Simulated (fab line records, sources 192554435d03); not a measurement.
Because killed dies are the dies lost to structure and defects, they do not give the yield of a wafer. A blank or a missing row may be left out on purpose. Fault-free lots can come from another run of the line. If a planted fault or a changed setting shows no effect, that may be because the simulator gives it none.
Split-lot study || flow n5Finfet || 7 lots, 39 wafers read, on a route of 1938 steps

ABOUT THE SPLIT
At N5_BEOL_M0_SAQP_SPACER2_ALD_26 (deposits SiO2, target thk 15 nm, pulse time 1 s, purge time 2 s), the setting targetThkA was moved away from the recipe's 150 angstrom on 18 of the 39 wafers read, by -22.6% to +40.6%. For the rest of the wafers, this setting stayed at what the recipe calls for.

FROM THE SPLIT TO THE READING: what the file shows between them, 2 steps
- N5_BEOL_M0_SAQP_SPACER2_ETCHBACK_27: etches SiO2 in CHF3/O2, target depth 22.5 nm, time 11.25 s
- N5_BEOL_M0_SAQP_MANDREL2_REMOVE_110: chemistry HBr/Cl2/O2, target a-Si, stops on SiCN, bt time 10 s

THE READING
Shown in nm: cdNm at N5_BEOL_M0_SAQP_CD_MEAS_29, with target cd 14.4 nm. Fault-free wafers of this fab line usually give 15.02 nm, standard deviation 0.22 nm.

{"wafer": "L075.1", "tool, chamber at the split": "aldSin-03, 0,2", "targetThkA as run, angstrom": 210.9, "against the recipe": "+40.6%", "cdNm, nm": 20.97, "against lot-mates on the recipe": "+5.84"}
{"wafer": "L075.2", "tool, chamber at the split": "aldSin-03, 1,1,0", "targetThkA as run, angstrom": 150, "against the recipe": "recipe", "cdNm, nm": 14.99, "against lot-mates on the recipe": "-"}
{"wafer": "L075.3", "tool, chamber at the split": "aldSin-03, 0,2", "targetThkA as run, angstrom": 210.9, "against the recipe": "+40.6%", "cdNm, nm": 21.18, "against lot-mates on the recipe": "+6.05"}
{"wafer": "L075.4", "tool, chamber at the split": "aldSin-03, 3", "targetThkA as run, angstrom": 210.9, "against the recipe": "+40.6%", "cdNm, nm": 20.88, "against lot-mates on the recipe": "+5.75"}
{"wafer": "L075.5", "tool, chamber at the split": "aldSin-03, 1,1,0", "targetThkA as run, angstrom": 150, "against the recipe": "recipe", "cdNm, nm": 15.30, "against lot-mates on the recipe": "-"}
{"wafer": "L075.6", "tool, chamber at the split": "aldSin-03, 1,1,0", "targetThkA as run, angstrom": 150, "against the recipe": "recipe", "cdNm, nm": 15.09, "against lot-mates on the recipe": "-"}
{"wafer": "L084.1", "tool, chamber at the split": "aldSin-01, 0,2,1", "targetThkA as run, angstrom": 116.1, "against the recipe": "-22.6%", "cdNm, nm": 11.65, "against lot-mates on the recipe": -3.30}
{"wafer": "L084.2", "tool, chamber at the split": "aldSin-01, 0,2,1", "targetThkA as run, angstrom": 116.1, "against the recipe": "-22.6%", "cdNm, nm": 11.44, "against lot-mates on the recipe": -3.51}
{"wafer": "L084.3", "tool, chamber at the split": "aldSin-01, 1,3,0", "targetThkA as run, angstrom": 150, "against the recipe": "recipe", "cdNm, nm": 14.96, "against lot-mates on the recipe": "-"}
{"wafer": "L084.4", "tool, chamber at the split": "aldSin-01, 1,3,0", "targetThkA as run, angstrom": 150, "against the recipe": "recipe", "cdNm, nm": 14.85, "against lot-mates on the recipe": "-"}
{"wafer": "L084.5", "tool, chamber at the split": "aldSin-01, 1,3,0", "targetThkA as run, angstrom": 150, "against the recipe": "recipe", "cdNm, nm": 15.04, "against lot-mates on the recipe": "-"}
{"wafer": "L084.6", "tool, chamber at the split": "aldSin-01, 0,2,1", "targetThkA as run, angstrom": 116.1, "against the recipe": "-22.6%", "cdNm, nm": 11.69, "against lot-mates on the recipe": -3.26}
{"wafer": "L085.1", "tool, chamber at the split": "aldSin-01, 0,2,2", "targetThkA as run, angstrom": 176.1, "against the recipe": "+17.4%", "cdNm, nm": 17.56, "against lot-mates on the recipe": "+2.52"}
{"wafer": "L085.2", "tool, chamber at the split": "aldSin-01, 1,3,3", "targetThkA as run, angstrom": 150, "against the recipe": "recipe", "cdNm, nm": 15.07, "against lot-mates on the recipe": "-"}
{"wafer": "L085.3", "tool, chamber at the split": "aldSin-01, 1,3,3", "targetThkA as run, angstrom": 150, "against the recipe": "recipe", "cdNm, nm": 15.10, "against lot-mates on the recipe": "-"}
{"wafer": "L085.4", "tool, chamber at the split": "aldSin-01, 0,2,2", "targetThkA as run, angstrom": 176.1, "against the recipe": "+17.4%", "cdNm, nm": 17.74, "against lot-mates on the recipe": "+2.70"}
{"wafer": "L085.5", "tool, chamber at the split": "aldSin-01, 1,3,3", "targetThkA as run, angstrom": 150, "against the recipe": "recipe", "cdNm, nm": 14.94, "against lot-mates on the recipe": "-"}
{"wafer": "L085.6", "tool, chamber at the split": "aldSin-01, 0,2,2", "targetThkA as run, angstrom": 176.1, "against the recipe": "+17.4%", "cdNm, nm": 17.88, "against lot-mates on the recipe": "+2.84"}
{"wafer": "L087.1", "tool, chamber at the split": "aldSin-03, 2,1,3", "targetThkA as run, angstrom": 197, "against the recipe": "+31.3%", "cdNm, nm": 19.82, "against lot-mates on the recipe": "+4.77"}
{"wafer": "L087.2", "tool, chamber at the split": "aldSin-03, 0,3,2", "targetThkA as run, angstrom": 150, "against the recipe": "recipe", "cdNm, nm": 15.07, "against lot-mates on the recipe": "-"}
{"wafer": "L087.3", "tool, chamber at the split": "aldSin-03, 2,1,3", "targetThkA as run, angstrom": 197, "against the recipe": "+31.3%", "cdNm, nm": 19.52, "against lot-mates on the recipe": "+4.47"}
{"wafer": "L087.4", "tool, chamber at the split": "aldSin-03, 2,1,3", "targetThkA as run, angstrom": 197, "against the recipe": "+31.3%", "cdNm, nm": 20.03, "against lot-mates on the recipe": "+4.98"}
{"wafer": "L087.5", "tool, chamber at the split": "aldSin-03, 0,3,2", "targetThkA as run, angstrom": 150, "against the recipe": "recipe", "cdNm, nm": 15.08, "against lot-mates on the recipe": "-"}
{"wafer": "L087.6", "tool, chamber at the split": "aldSin-03, 0,3,2", "targetThkA as run, angstrom": 150, "against the recipe": "recipe", "cdNm, nm": 14.99, "against lot-mates on the recipe": "-"}
{"wafer": "L091.1", "tool, chamber at the split": "aldSin-04, 2,3,2", "targetThkA as run, angstrom": 150, "against the recipe": "recipe", "cdNm, nm": 15.06, "against lot-mates on the recipe": "-"}
{"wafer": "L091.4", "tool, chamber at the split": "aldSin-04, 2,3,2", "targetThkA as run, angstrom": 150, "against the recipe": "recipe", "cdNm, nm": 15.31, "against lot-mates on the recipe": "-"}
{"wafer": "L091.5", "tool, chamber at the split": "aldSin-04, 2,3,2", "targetThkA as run, angstrom": 150, "against the recipe": "recipe", "cdNm, nm": 15.31, "against lot-mates on the recipe": "-"}
{"wafer": "L094.1", "tool, chamber at the split": "aldSin-03, 1,2", "targetThkA as run, angstrom": 118.6, "against the recipe": "-20.9%", "cdNm, nm": 11.82, "against lot-mates on the recipe": -3.33}
{"wafer": "L094.2", "tool, chamber at the split": "aldSin-03, 0,3,2", "targetThkA as run, angstrom": 150, "against the recipe": "recipe", "cdNm, nm": 14.99, "against lot-mates on the recipe": "-"}
{"wafer": "L094.3", "tool, chamber at the split": "aldSin-03, 1,2", "targetThkA as run, angstrom": 118.6, "against the recipe": "-20.9%", "cdNm, nm": 11.69, "against lot-mates on the recipe": -3.46}
{"wafer": "L094.4", "tool, chamber at the split": "aldSin-03, 0,3,2", "targetThkA as run, angstrom": 150, "against the recipe": "recipe", "cdNm, nm": 15.01, "against lot-mates on the recipe": "-"}
{"wafer": "L094.5", "tool, chamber at the split": "aldSin-03, 1", "targetThkA as run, angstrom": 118.6, "against the recipe": "-20.9%", "cdNm, nm": 11.69, "against lot-mates on the recipe": -3.46}
{"wafer": "L094.6", "tool, chamber at the split": "aldSin-03, 0,3,2", "targetThkA as run, angstrom": 150, "against the recipe": "recipe", "cdNm, nm": 15.45, "against lot-mates on the recipe": "-"}
{"wafer": "L095.1", "tool, chamber at the split": "aldSin-03, 0,1,3", "targetThkA as run, angstrom": 150, "against the recipe": "recipe", "cdNm, nm": 15.07, "against lot-mates on the recipe": "-"}
{"wafer": "L095.2", "tool, chamber at the split": "aldSin-03, 0,1,3", "targetThkA as run, angstrom": 150, "against the recipe": "recipe", "cdNm, nm": 14.80, "against lot-mates on the recipe": "-"}
{"wafer": "L095.3", "tool, chamber at the split": "aldSin-03, 0,1,3", "targetThkA as run, angstrom": 150, "against the recipe": "recipe", "cdNm, nm": 14.98, "against lot-mates on the recipe": "-"}
{"wafer": "L095.4", "tool, chamber at the split": "aldSin-03, 2,2,1", "targetThkA as run, angstrom": 117.8, "against the recipe": "-21.5%", "cdNm, nm": 11.62, "against lot-mates on the recipe": -3.33}
{"wafer": "L095.5", "tool, chamber at the split": "aldSin-03, 2,2,1", "targetThkA as run, angstrom": 117.8, "against the recipe": "-21.5%", "cdNm, nm": 11.88, "against lot-mates on the recipe": -3.07}
{"wafer": "L095.6", "tool, chamber at the split": "aldSin-03, 2,2,1", "targetThkA as run, angstrom": 117.8, "against the recipe": "-21.5%", "cdNm, nm": 11.75, "against lot-mates on the recipe": -3.20}
Where a row lists several chambers, the file gives one row for several wafers and doesn't say which wafer went through which chamber.

THE FIT
A straight line over all 39 wafers: cdNm changes by +0.151 nm for each +1% of targetThkA; r = +1.00; the points scatter about the line by 0.16 nm.
The same after taking each lot's own level away (the mean of its wafers on the recipe; 39 wafers): +0.15 nm for each +1%; r = +1.00; scatter 0.16 nm.
According to that fit, moving targetThkA by its largest amount changes the reading by 6.1 nm.
From 14.950 to 15.227 nm: that is the span of the lots' own levels, equal to 1.3 times the standard deviation above.
Consequently the slope shifts little with the lot-to-lot level, the two slopes agreeing.
Check: for one of the wafers moved furthest among these (+40.6%), held out of the fit, the line's prediction against its lot-mates is +6.1 nm. It came out at +5.84 nm against them.

ADDITIONAL SPLITS CARRIED BY THESE WAFERS
Other splits were also applied to these wafers ahead of the reading. Each is held against what the fit with the lots' levels taken away leaves over:
{"other split on the same wafers": "N5_FIN_SAQP_PECVD_06 timeS", "wafers away from the commonest value": 18, "r with cdNm (lot level and that fit taken away)": "+0.13"}
{"other split on the same wafers": "N5_DUMMY_GATE_CVD_03 targetThkA", "wafers away from the commonest value": 12, "r with cdNm (lot level and that fit taken away)": -0.36}
{"other split on the same wafers": "N5_MOL_CONTACT_COAG_ETCH_15 targetDepthA", "wafers away from the commonest value": 12, "r with cdNm (lot level and that fit taken away)": "+0.22"}

THE WHOLE CHAIN: every reading that the file lists as answering this split, in the file's order
{"step": "N5_BEOL_M0_SAQP_SPACER2_ALD_26", "what it does": "deposits SiO2, target thk 15 nm, pulse time 1 s, purge time 2 s", "reading": "SiO2_of_BEOL_M0_SAQP_SPACER2_ALD_26.thkNm (the simulator's own value, which no gauge read)", "change (the file's fit)": "+0.149 nm for each +1% of the setting", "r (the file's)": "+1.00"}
{"step": "N5_BEOL_M0_SAQP_MANDREL2_REMOVE_110", "what it does": "chemistry HBr/Cl2/O2, target a-Si, stops on SiCN, bt time 10 s", "reading": "BEOL_M0_SAQP.cdNm (the simulator's own value, which no gauge read)", "change (the file's fit)": "+0.15 nm for each +1% of the setting", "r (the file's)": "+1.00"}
{"step": "N5_BEOL_M0_SAQP_CD_MEAS_29", "what it does": "target cd 14.4 nm", "reading": "cdNm", "change (the file's fit)": "+0.15 nm for each +1% of the setting", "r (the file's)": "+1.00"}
{"step": "N5_BEOL_M0_HM_OPEN_105", "what it does": "chemistry Cl2/BCl3, target TiN, target depth 12 nm", "reading": "SiO2_of_BEOL_M0_SAQP_SPACER2_ALD_26.thkNm (the simulator's own value, which no gauge read)", "change (the file's fit)": "+0.13 nm for each +1% of the setting", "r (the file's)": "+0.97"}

THE FILE'S OWN FIT
cdNm changes by +0.15 nm for each +1% of targetThkA, r = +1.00.
